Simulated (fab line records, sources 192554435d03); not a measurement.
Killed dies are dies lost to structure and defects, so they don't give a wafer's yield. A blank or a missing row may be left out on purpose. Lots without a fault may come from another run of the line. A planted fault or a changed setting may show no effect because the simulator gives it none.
Chamber matching | flow n5_finfet | N5_BEOL_M9_DEP_56 on pecvd-03: 3 sister chambers
The step deposits SiCN from 3MS/NH3, target thk 15 nm, time 26.5 s. 6 wafers are shown with their chamber, then 7 later ones without.

WAFERS WITH THEIR CHAMBER
wafer  | chamber | showerhead_plenum_p_Torr (Torr) | throttle_valve_pct (%)
L129.1 | 2       | 3.685                           | 8.82
L132.3 | 0       | 3.700                           | 8.84
L132.5 | 0       | 3.693                           | 8.72
L133.3 | 1       | 3.665                           | 9.26
L133.4 | 1       | 3.660                           | 9.22
L133.6 | 2       | 3.684                           | 8.78

WAFERS WITHOUT THEIR CHAMBER
wafer  | showerhead_plenum_p_Torr (Torr) | throttle_valve_pct (%)
L137.1 | 3.673                           | 9.01
L137.3 | 3.666                           | 9.50
L137.5 | 3.693                           | 9.03
L144.5 | 3.702                           | 8.90
L144.6 | 3.666                           | 9.04
L147.1 | 3.670                           | 9.24
L147.5 | 3.673                           | 9.44

WHICH CHAMBER EACH WENT THROUGH
wafer  | from the rows above     | in truth
L137.1 | can't be placed: 2 or 1 | 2
L137.3 | 1                       | 1
L137.5 | can't be placed: 0 or 2 | 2
L144.5 | 0                       | 0
L144.6 | 1                       | 1
L147.1 | 1                       | 1
L147.5 | 1                       | 1
Placed correctly: 5 of 7. Can't be placed from these rows: 2 (the true chamber is among the candidates in 2). Placed wrongly: 0.
How it was worked out, from the rows above alone: a wafer's distance from a chamber is the root of the sum, over the readings, of the square of ((its reading less the chamber's mean) divided by the reading's scatter). The wafer belongs to the nearest chamber; if the next one is less than 2 further off, it can't be placed. A chamber's mean is the mean of its shown wafers. The scatter: the root of (the sum of the squares of (reading less its chamber's mean) over the shown wafers, divided by (wafers less chambers)).
